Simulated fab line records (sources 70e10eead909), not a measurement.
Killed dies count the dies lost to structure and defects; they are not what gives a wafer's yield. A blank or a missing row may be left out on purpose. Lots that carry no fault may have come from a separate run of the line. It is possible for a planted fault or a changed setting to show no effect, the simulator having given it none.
The tool behind it: which one?	flow nand_harc	12 lots with 36 wafers sampled at 5 steps, on a route of 1159 steps

WHAT THE GAUGES SHOWED, per wafer
NHARC_END_SORT_01. Usual: killed_at_array 27, standard deviation 8.8; killed_at_other 0.4, standard deviation 0.82; killed_at_periphery 3.1, standard deviation 2.1; killed_dies 31, standard deviation 8.8; killed_open 3.3, standard deviation 2; killed_short 2.0, standard deviation 1.4.
lot	measured	on	killed_at_array	killed_at_other	killed_at_periphery	killed_dies	killed_open	killed_short	flag
L889	day 23 18:03	prober-01	30 32 34	0 2 1	2 2 0	32 36 35	1 4 7	0 4 2	
L895	day 24 10:23	prober-02	27 26 28	0 1 1	3 5 4	30 32 33	2 5 3	0 2 1	

EACH LOT AND THE TOOL THAT RAN IT (in order: tool; ch and the chambers of the sampled wafers; start)
lot	NHARC_A_STAIRCASE_ETCH_25	NHARC_A_STAIRCASE_TRIM_189	NHARC_A_STAIRCASE_ETCH_190	NHARC_A_STAIRCASE_ETCH_192
L876	rie_diel-09 ch 1,2,3, day 11 11:45 or earlier	rie_diel-04 ch 0,1,3, day 11 11:45 or earlier	rie_diel-04 ch 0,3, day 11 11:45 or earlier	rie_diel-04 ch 0,1, day 11 11:45
L879	rie_diel-04 ch 2,3, day 11 20:31 or earlier	rie_diel-11 ch 0,3, day 11 20:31 or earlier	rie_diel-11 ch 1,2, day 11 20:31 or earlier	rie_diel-11 ch 0,2,3, day 11 20:31
L878	rie_diel-11 ch 2,3, day 11 20:35 or earlier	rie_diel-11 ch 0,1,2, day 11 20:35 or earlier	rie_diel-11 ch 0,2,3, day 11 20:35 or earlier	rie_diel-11 ch 0,1,2, day 11 20:35
L880	rie_diel-11 ch 0,1,2, day 12 08:09 or earlier	rie_diel-11 ch 1,2, day 12 08:09 or earlier	rie_diel-11 ch 0,1,2, day 12 08:09 or earlier	rie_diel-11 ch 0,1, day 12 08:09
L887	rie_diel-11 ch 2,3, day 13 22:48 or earlier	rie_diel-04 ch 0,1,2, day 13 22:48 or earlier	rie_diel-04 ch 1,3, day 13 22:48 or earlier	rie_diel-04 ch 1,2,3, day 13 22:48
L889	rie_diel-09 ch 0,1,2, day 14 20:47 or earlier	rie_diel-09 ch 1,2, day 14 20:47 or earlier	rie_diel-09 ch 0,1, day 14 20:47 or earlier	rie_diel-09 ch 0,1, day 14 20:47
L891	rie_diel-11 ch 0,1,2, day 14 21:56 or earlier	rie_diel-11 ch 2,3, day 14 21:56 or earlier	rie_diel-11 ch 0,1, day 14 21:56 or earlier	rie_diel-11 ch 1,2, day 14 21:56
L893	rie_diel-09 ch 0,1, day 15 12:05 or earlier	rie_diel-11 ch 1,2,3, day 15 12:05 or earlier	rie_diel-11 ch 0,3, day 15 12:05 or earlier	rie_diel-11 ch 0,3, day 15 12:05
L895	rie_diel-09 ch 0,2,3, day 15 23:46 or earlier	rie_diel-11 ch 0,2,3, day 15 23:46 or earlier	rie_diel-11 ch 0,3, day 15 23:46 or earlier	rie_diel-11 ch 0,2,3, day 15 23:46
L894	rie_diel-11 ch 2,3, day 15 23:42 or earlier	rie_diel-09 ch 2,3, day 15 23:42 or earlier	rie_diel-09 ch 1,3, day 15 23:42 or earlier	rie_diel-09 ch 1,2, day 15 23:42
L897	rie_diel-04 ch 0,3, day 16 07:11 or earlier	rie_diel-09 ch 0,2, day 16 07:11 or earlier	rie_diel-09 ch 0,1,2, day 16 07:11 or earlier	rie_diel-09 ch 0,3, day 16 07:11
L898	rie_diel-04 ch 1,2,3, day 16 08:55 or earlier	rie_diel-09 ch 0,1,2, day 16 08:55 or earlier	rie_diel-09 ch 1,2,3, day 16 08:55 or earlier	rie_diel-09 ch 1,2,3, day 16 08:55
- NHARC_A_STAIRCASE_ETCH_25: etches the open film in C4F8/O2, target depth 100 nm, time 40.5 s.
- NHARC_A_STAIRCASE_TRIM_189: chemistry O2, time 211.2 s.
- NHARC_A_STAIRCASE_ETCH_190: etches the open film in C4F8/O2, target depth 100 nm, time 40.5 s.
- NHARC_A_STAIRCASE_ETCH_192: etches the open film in C4F8/O2, target depth 100 nm, time 40.5 s.

AS READ BY THE TOOLS THEMSELVES (means over the sampled wafers that have a number; for cases with no such wafer, the mark the record gives instead)
NHARC_A_STAIRCASE_ETCH_25. Usual: oes_product_au 0.947 a.u., standard deviation 0.01; rf_fwd_power_W 593.2 W, standard deviation 2.5; rf_vpp_V 897 V, standard deviation 4.1.
lot	tool	oes_product_au (a.u.)	rf_fwd_power_W (W)	rf_vpp_V (V)	flag
L876	rie_diel-09	0.940	594.6	898	
L879	rie_diel-04	0.955	591.1	897	
L878	rie_diel-11	0.938	593.8	898	
L880	rie_diel-11	0.951	594.5	895	
L887	rie_diel-11	0.943	593.9	897	
L889	rie_diel-09	0.936	591.3	901	
L891	rie_diel-11	0.956	594.8	895	
L893	rie_diel-09	0.951	591.7	901	
L895	rie_diel-09	0.946	591.2	896	
L894	rie_diel-11	0.938	594.2	898	
L897	rie_diel-04	0.947	591.0	896	
L898	rie_diel-04	0.956	591.4	899	

NHARC_A_STAIRCASE_TRIM_189. Usual: drypump_motor_current_A 5.7 A, standard deviation 0.45; oes_product_au 1.003 a.u., standard deviation 0.0087; rf_vpp_V 57.8 V, standard deviation 0.93; showerhead_plenum_p_Torr 3.56 Torr, standard deviation 0.1; throttle_valve_pct 17.037 %, standard deviation 0.0093.
lot	tool	drypump_motor_current_A (A)	oes_product_au (a.u.)	rf_vpp_V (V)	showerhead_plenum_p_Torr (Torr)	throttle_valve_pct (%)	flag
L876	rie_diel-04	5.6	1.008	57.9	3.62	17.036	
L879	rie_diel-11	5.7	1.003	57.6	3.52	17.042	
L878	rie_diel-11	5.8	1.001	57.3	3.51	17.035	
L880	rie_diel-11	5.5	1.003	57.6	3.45	17.037	
L887	rie_diel-04	5.5	1.012	57.8	3.66	17.037	
L889	rie_diel-09	6.3	0.996	58.5	3.64	17.043	
L891	rie_diel-11	5.3	1.009	58.1	3.53	17.040	
L893	rie_diel-11	5.5	1.004	57.1	3.48	17.031	
L895	rie_diel-11	5.7	0.999	58.5	3.54	17.047	
L894	rie_diel-09	5.6	0.999	56.9	3.45	17.041	
L897	rie_diel-09	5.4	0.996	57.9	3.59	17.045	
L898	rie_diel-09	5.9	1.000	57.6	3.63	17.037	

NHARC_A_STAIRCASE_ETCH_190. Usual: oes_product_au 0.943 a.u., standard deviation 0.011; rf_fwd_power_W 593.3 W, standard deviation 2.8; rf_vpp_V 897 V, standard deviation 4.
lot	tool	oes_product_au (a.u.)	rf_fwd_power_W (W)	rf_vpp_V (V)	flag
L876	rie_diel-04	0.944	590.9	897	
L879	rie_diel-11	0.946	595.3	893	
L878	rie_diel-11	0.943	593.4	897	
L880	rie_diel-11	0.941	596.9	895	
L887	rie_diel-04	0.945	591.2	897	
L889	rie_diel-09	0.930	591.3	901	
L891	rie_diel-11	0.939	597.6	892	
L893	rie_diel-11	0.938	593.3	895	
L895	rie_diel-11	0.925	593.7	893	
L894	rie_diel-09	0.944	592.2	895	
L897	rie_diel-09	0.938	591.8	899	
L898	rie_diel-09	0.944	593.5	897	

NHARC_A_STAIRCASE_ETCH_192. Usual: oes_product_au 0.944 a.u., standard deviation 0.013; rf_fwd_power_W 593.5 W, standard deviation 2.5; rf_vpp_V 897 V, standard deviation 4.
lot	tool	oes_product_au (a.u.)	rf_fwd_power_W (W)	rf_vpp_V (V)	flag
L876	rie_diel-04	0.945	592.3	900	
L879	rie_diel-11	0.936	594.3	897	
L878	rie_diel-11	0.948	594.9	895	
L880	rie_diel-11	0.963	593.7	893	
L887	rie_diel-04	0.923	560.4	900	OFF
L889	rie_diel-09	0.949	589.5	901	
L891	rie_diel-11	0.951	592.2	893	
L893	rie_diel-11	0.939	593.5	894	
L895	rie_diel-11	0.939	595.9	896	
L894	rie_diel-09	0.935	596.0	898	
L897	rie_diel-09	0.955	591.3	897	
L898	rie_diel-09	0.930	593.9	897	

THE ANSWER, worked out from the rows above alone
Rule: lot off if the mean of its wafers having a number is beyond 3 standard deviations from the usual mean. Also off: a lot with no number at a reading for which 4 or more lots have one. Any other lot the step has rows for is counted as sound. After the gauges, taken in route order, come the tools' own readings; for these a lot's mean is taken, as printed above. The first step at which some lot is off is used, and at that step the reading that is off furthest; a lot without a number counts as furthest.
Off: L887 (NHARC_A_STAIRCASE_ETCH_192, rf_fwd_power_W).
A tool fits if, at that step or a process step before it, it ran every lot that is off, and no sound lot after the first of them. With no start given for some of its lots, NHARC_A_STAIRCASE_ETCH_25 uses the hours and lot order of NHARC_A_STAIRCASE_ETCH_192. With no start given for some of its lots, NHARC_A_STAIRCASE_TRIM_189 uses the hours and lot order of NHARC_A_STAIRCASE_ETCH_192. With no start given for some of its lots, NHARC_A_STAIRCASE_ETCH_190 uses the hours and lot order of NHARC_A_STAIRCASE_ETCH_192. One candidate fits, namely rie_diel-04 at NHARC_A_STAIRCASE_TRIM_189 and NHARC_A_STAIRCASE_ETCH_190 and NHARC_A_STAIRCASE_ETCH_192. At NHARC_A_STAIRCASE_TRIM_189 its last sound lot is L876 (day 11 11:45), its first lot that is off L887 (day 13 22:48): a fault that began between those two fits.

WHAT HAD BEEN PUT IN BY THE SIMULATOR
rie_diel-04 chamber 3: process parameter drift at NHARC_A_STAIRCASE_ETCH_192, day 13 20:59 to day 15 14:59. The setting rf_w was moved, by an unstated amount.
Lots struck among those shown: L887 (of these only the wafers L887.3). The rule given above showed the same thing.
